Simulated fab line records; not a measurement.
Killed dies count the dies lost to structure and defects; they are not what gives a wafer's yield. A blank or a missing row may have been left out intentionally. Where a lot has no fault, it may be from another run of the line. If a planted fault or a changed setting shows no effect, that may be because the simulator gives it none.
Chamber matching :: flow nandHarc :: 4 sister chambers for NHARC_A_STAIRCASE_ETCH_169 on rieDiel-12
The step etches the open film in CH3F/O2, target depth 50 nm, time 107.1 s. 8 wafers are shown with their chamber, then 10 later ones without.

== EACH WAFER AND ITS CHAMBER ==
wafer: L081.3
chamber: 3
showerheadPlenumPTorr (Torr): 2.28
drypumpMotorCurrentA (A): 5.89

wafer: L080.3
chamber: 1
showerheadPlenumPTorr (Torr): 2.49
drypumpMotorCurrentA (A): 5.88

wafer: L080.6
chamber: 3
showerheadPlenumPTorr (Torr): 2.28
drypumpMotorCurrentA (A): 5.88

wafer: L090.1
chamber: 0
showerheadPlenumPTorr (Torr): 2.47
drypumpMotorCurrentA (A): 5.70

wafer: L090.2
chamber: 2
showerheadPlenumPTorr (Torr): 2.51
drypumpMotorCurrentA (A): 5.67

wafer: L090.5
chamber: 0
showerheadPlenumPTorr (Torr): 2.47
drypumpMotorCurrentA (A): 5.70

wafer: L091.2
chamber: 2
showerheadPlenumPTorr (Torr): 2.51
drypumpMotorCurrentA (A): 5.64

wafer: L091.4
chamber: 1
showerheadPlenumPTorr (Torr): 2.48
drypumpMotorCurrentA (A): 5.89

== WAFERS WHOSE CHAMBER IS MISSING ==
wafer: L091.5
showerheadPlenumPTorr (Torr): 2.48
drypumpMotorCurrentA (A): 5.85

wafer: L095.2
showerheadPlenumPTorr (Torr): 2.51
drypumpMotorCurrentA (A): 5.64

wafer: L095.4
showerheadPlenumPTorr (Torr): 2.46
drypumpMotorCurrentA (A): 5.72

wafer: L095.6
showerheadPlenumPTorr (Torr): 2.51
drypumpMotorCurrentA (A): 5.66

wafer: L096.2
showerheadPlenumPTorr (Torr): 2.50
drypumpMotorCurrentA (A): 5.68

wafer: L096.4
showerheadPlenumPTorr (Torr): 2.64
drypumpMotorCurrentA (A): 5.89

wafer: L096.6
showerheadPlenumPTorr (Torr): 2.50
drypumpMotorCurrentA (A): 5.67

wafer: L097.4
showerheadPlenumPTorr (Torr): 2.64
drypumpMotorCurrentA (A): 5.90

wafer: L097.5
showerheadPlenumPTorr (Torr): 2.46
drypumpMotorCurrentA (A): 5.69

wafer: L097.6
showerheadPlenumPTorr (Torr): 2.50
drypumpMotorCurrentA (A): 5.66

== WHICH CHAMBER EACH ONE RAN IN ==
wafer: L091.5
from the rows above: 1
in truth: 1

wafer: L095.2
from the rows above: 2
in truth: 2

wafer: L095.4
from the rows above: 0
in truth: 0

wafer: L095.6
from the rows above: 2
in truth: 2

wafer: L096.2
from the rows above: 2
in truth: 2

wafer: L096.4
from the rows above: can't be placed: 2 or 1
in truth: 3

wafer: L096.6
from the rows above: 2
in truth: 2

wafer: L097.4
from the rows above: can't be placed: 2 or 1
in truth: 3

wafer: L097.5
from the rows above: 0
in truth: 0

wafer: L097.6
from the rows above: 2
in truth: 2
Placed correctly: 8 of 10. Can't be placed from these rows: 2 (the true chamber is among the candidates in 0). 0 placed wrongly.
How it was worked out, from the rows above alone: a wafer's distance from a chamber is the root of the sum, over the readings, of the square of ((its reading less the chamber's mean) divided by the reading's scatter). The wafer belongs to the nearest chamber; if the next one is less than 2 further off, it can't be placed. For every chamber, the mean is computed from those of its wafers that are shown. The scatter is the square root of a quotient: the sum, over the shown wafers, of each reading's squared deviation from its chamber's mean, divided by wafers minus chambers.
